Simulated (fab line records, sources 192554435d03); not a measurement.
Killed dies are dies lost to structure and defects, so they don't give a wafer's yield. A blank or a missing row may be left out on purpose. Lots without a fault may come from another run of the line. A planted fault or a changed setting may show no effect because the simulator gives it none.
Chamber matching | flow n5_finfet | N5_BEOL_M13_ETCH_67 on rie_diel-06: 4 sister chambers
The step etches SiARC in CF4, target depth 143 nm, time 238.3 s. 8 wafers are shown with their chamber, then 7 later ones without.

WAFERS WITH THEIR CHAMBER
wafer  | chamber | throttle_valve_pct (%) | showerhead_plenum_p_Torr (Torr)
L079.3 | 2       | 16.06                  | 2.14
L079.6 | 2       | 16.06                  | 2.14
L081.4 | 1       | 15.40                  | 2.10
L081.6 | 1       | 15.41                  | 2.10
L083.5 | 0       | 15.85                  | 2.16
L083.6 | 3       | 15.36                  | 2.25
L088.2 | 0       | 15.86                  | 2.16
L088.5 | 3       | 15.38                  | 2.24

WAFERS WITHOUT THEIR CHAMBER
wafer  | throttle_valve_pct (%) | showerhead_plenum_p_Torr (Torr)
L088.6 | 16.09                  | 2.13
L089.1 | 15.41                  | 2.24
L089.4 | 16.11                  | 2.13
L089.6 | 16.09                  | 2.13
L093.2 | 15.41                  | 2.24
L093.3 | 15.89                  | 2.16
L093.5 | 15.47                  | 2.09

WHICH CHAMBER EACH WENT THROUGH
wafer  | from the rows above | in truth
L088.6 | 2                   | 2
L089.1 | 3                   | 3
L089.4 | 2                   | 2
L089.6 | 2                   | 2
L093.2 | 3                   | 3
L093.3 | 0                   | 0
L093.5 | 1                   | 1
Placed correctly: 7 of 7. Can't be placed from these rows: 0. Placed wrongly: 0.
How it was worked out, from the rows above alone: a wafer's distance from a chamber is the root of the sum, over the readings, of the square of ((its reading less the chamber's mean) divided by the reading's scatter). The wafer belongs to the nearest chamber; if the next one is less than 2 further off, it can't be placed. A chamber's mean is the mean of its shown wafers. The scatter: the root of (the sum of the squares of (reading less its chamber's mean) over the shown wafers, divided by (wafers less chambers)).
